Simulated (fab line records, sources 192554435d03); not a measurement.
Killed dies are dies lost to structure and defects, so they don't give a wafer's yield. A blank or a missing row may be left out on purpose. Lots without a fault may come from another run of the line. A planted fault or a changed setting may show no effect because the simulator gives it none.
Chamber matching | flow n5_finfet | N5_BEOL_M3_DEP_57 on pecvd-03: 3 sister chambers
The step deposits SiCN from 3MS/NH3, target thk 8 nm, time 14 s. 3 wafers are shown with their chamber, then 7 later ones without.

WAFERS WITH THEIR CHAMBER
wafer  | chamber | showerhead_plenum_p_Torr (Torr)
L091.1 | 1       | 3.673
L092.3 | 0       | 3.681
L092.5 | 2       | 3.648

WAFERS WITHOUT THEIR CHAMBER
wafer  | showerhead_plenum_p_Torr (Torr)
L092.6 | 3.684
L095.1 | 3.665
L095.3 | 3.694
L095.4 | 3.641
L097.1 | 3.677
L097.5 | 3.643
L097.6 | 3.693

WHICH CHAMBER EACH WENT THROUGH
wafer  | from the rows above          | in truth
L092.6 | can't be placed: 0 or 1      | 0
L095.1 | can't be placed: 1 or 0 or 2 | 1
L095.3 | can't be placed: 0 or 1      | 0
L095.4 | 2                            | 2
L097.1 | can't be placed: 0 or 1      | 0
L097.5 | 2                            | 2
L097.6 | can't be placed: 0 or 1      | 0
Placed correctly: 2 of 7. Can't be placed from these rows: 5 (the true chamber is among the candidates in 5). Placed wrongly: 0.
How it was worked out, from the rows above alone: a wafer's distance from a chamber is the root of the sum, over the readings, of the square of ((its reading less the chamber's mean) divided by the reading's scatter). The wafer belongs to the nearest chamber; if the next one is less than 2 further off, it can't be placed. A chamber's mean is the mean of its shown wafers. The scatter: with one shown wafer a chamber, the root of the mean of the squares of how far each hidden wafer lies from its nearest shown one.
